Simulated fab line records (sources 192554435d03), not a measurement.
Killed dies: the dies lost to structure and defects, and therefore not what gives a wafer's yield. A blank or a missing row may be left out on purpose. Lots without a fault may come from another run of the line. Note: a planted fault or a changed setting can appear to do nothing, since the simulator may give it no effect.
Split-lot experiment    flow n5_finfet    7 lots, 21 wafers read, on a route of 1938 steps

== THE SPLIT ==
At N5_BEOL_M1_EXPOSE_08 (exposes mask M1), the setting dose_mj was moved away from the recipe's 33 on 3 of the 21 wafers read, by -2.3% to +4.0%. For the rest of the wafers, this setting stayed at what the recipe calls for.

== FROM THE SPLIT TO THE READING: what the file shows between them, 4 steps ==
- N5_BEOL_M1_PEB_09: peb time 60 s
- N5_BEOL_M1_DEVELOP_10: develop time 30 s
- N5_BEOL_M1_DESCUM_16: chemistry O2, time 7 s
- N5_BEOL_M1_ETCH_74: etches underlayer in N2/H2, target depth 6.5 nm, time 5.2 s

== THE READING ==
BEOL_M1.cd_offset_nm (the simulator's own value, which no gauge read), in nm, at N5_BEOL_M1_ETCH_63 (etches SiARC in CF4, target depth 15.6 nm, time 26 s). The file gives no usual value for it. Here, 18 wafers ran the recipe; their average is -0.0 nm with a standard deviation of 0.15 nm.

wafer   tool, chamber at the split  dose_mj as run  against the recipe  BEOL_M1.cd_offset_nm, nm  against lot-mates on the recipe
L074.1  euv_scanner-02, 0           33              recipe              0                         -
L074.5  euv_scanner-02, 0           33              recipe              -0.2                      -
L074.6  euv_scanner-02, 0           33              recipe              -0.2                      -
L076.4  euv_scanner-02, 0           33              recipe              0.2                       -
L076.6  euv_scanner-02, 0           33              recipe              0.2                       -
L076.5  euv_scanner-02, 0           32.29           -2.2%               -0.4                      -0.6
L081.3  euv_scanner-02, 0           33              recipe              -0.2                      -
L081.5  euv_scanner-02, 0           34.32           +4.0%               0.6                       +0.6
L081.6  euv_scanner-02, 0           33              recipe              0.2                       -
L086.1  euv_scanner-01, 0           33              recipe              0                         -
L086.6  euv_scanner-01, 0           33              recipe              0                         -
L086.3  euv_scanner-01, 0           33              recipe              0.2                       -
L089.1  euv_scanner-02, 0           33              recipe              0                         -
L089.2  euv_scanner-02, 0           33              recipe              0                         -
L089.4  euv_scanner-02, 0           33              recipe              0                         -
L090.1  euv_scanner-01, 0           32.24           -2.3%               -0.6                      -0.5
L090.3  euv_scanner-01, 0           33              recipe              0                         -
L090.5  euv_scanner-01, 0           33              recipe              -0.2                      -
L091.2  euv_scanner-01, 0           33              recipe              -0.2                      -
L091.4  euv_scanner-01, 0           33              recipe              -0.2                      -
L091.5  euv_scanner-01, 0           33              recipe              -0.2                      -

THE FIT
A straight line over all 21 wafers: BEOL_M1.cd_offset_nm changes by +0.178 nm for each +1% of dose_mj; r = +0.80; the points scatter about the line by 0.15 nm.
The same after taking each lot's own level away (the mean of its wafers on the recipe; 21 wafers): +0.186 nm for each +1%; r = +0.90; scatter 0.11 nm.
That fit puts the effect of the largest move of dose_mj on the reading at 0.75 nm.
Across the lots, their own levels run from -0.20 to 0.20 nm, a range of 2.6 times the standard deviation given above.
So the lot-to-lot level changes the slope little: the two slopes agree.
Check: +0.983 nm against its lot-mates is what the line predicts for one of the wafers moved furthest among these (+4.0%) when that wafer is left out of the fit. Against them it came out at +0.6 nm.

== THE OTHER SPLITS THESE WAFERS WENT THROUGH ==
Note: prior to the reading, these wafers also went through further splits. Each is held against what the fit with the lots' levels taken away leaves over:
other split on the same wafers            wafers away from the commonest value  r with BEOL_M1.cd_offset_nm (lot level and that fit taken away)
N5_MOL_CONTACT_COAG_CVD_140 target_thk_a  4                                     +0.19
N5_BEOL_M0_SAQP_PECVD_96 time_s           2                                     -0.11
N5_BEOL_M0_ETCH_109 bias_w                7                                     -0.18

== THE WHOLE CHAIN: every reading that the file lists as answering this split, in the file's order ==
step                what it does                                                 reading                                                                change (the file's fit)                r (the file's)
N5_BEOL_M1_ETCH_74  etches underlayer in N2/H2, target depth 6.5 nm, time 5.2 s  BEOL_M1.cd_offset_nm (the simulator's own value, which no gauge read)  +0.202 nm for each +1% of the setting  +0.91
N5_BEOL_M1_ETCH_63  etches SiARC in CF4, target depth 15.6 nm, time 26 s         BEOL_M1.cd_offset_nm (the simulator's own value, which no gauge read)  +0.187 nm for each +1% of the setting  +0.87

== FILE'S OWN FIT ==
BEOL_M1.cd_offset_nm changes by +0.187 nm for each +1% of dose_mj, r = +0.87.
